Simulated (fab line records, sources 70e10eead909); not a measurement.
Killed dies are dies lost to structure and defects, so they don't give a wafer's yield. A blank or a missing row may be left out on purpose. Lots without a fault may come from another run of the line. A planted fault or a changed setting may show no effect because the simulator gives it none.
Chamber matching | flow nand_harc | NHARC_A_CONTACT_DEP_58 on pecvd-04: 3 sister chambers
The step deposits SiON, target thk 60 nm. 6 wafers are shown with their chamber, then 8 later ones without.

WAFERS WITH THEIR CHAMBER
wafer  | chamber | heater_power_w (W)
L081.6 | 1       | 607
L086.1 | 0       | 747
L086.6 | 1       | 562
L089.5 | 2       | 741
L089.6 | 0       | 704
L093.1 | 2       | 721

WAFERS WITHOUT THEIR CHAMBER
wafer  | heater_power_w (W)
L093.3 | 792
L093.4 | 715
L091.1 | 616
L091.3 | 770
L091.4 | 747
L097.1 | 700
L097.2 | 600
L097.4 | 701

WHICH CHAMBER EACH WENT THROUGH
wafer  | from the rows above     | in truth
L093.3 | can't be placed: 2 or 0 | 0
L093.4 | can't be placed: 0 or 2 | 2
L091.1 | 1                       | 1
L091.3 | can't be placed: 2 or 0 | 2
L091.4 | can't be placed: 2 or 0 | 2
L097.1 | can't be placed: 0 or 2 | 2
L097.2 | 1                       | 1
L097.4 | can't be placed: 0 or 2 | 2
Placed correctly: 2 of 8. Can't be placed from these rows: 6 (the true chamber is among the candidates in 6). Placed wrongly: 0.
How it was worked out, from the rows above alone: a wafer's distance from a chamber is the root of the sum, over the readings, of the square of ((its reading less the chamber's mean) divided by the reading's scatter). The wafer belongs to the nearest chamber; if the next one is less than 2 further off, it can't be placed. A chamber's mean is the mean of its shown wafers. The scatter: the root of (the sum of the squares of (reading less its chamber's mean) over the shown wafers, divided by (wafers less chambers)).
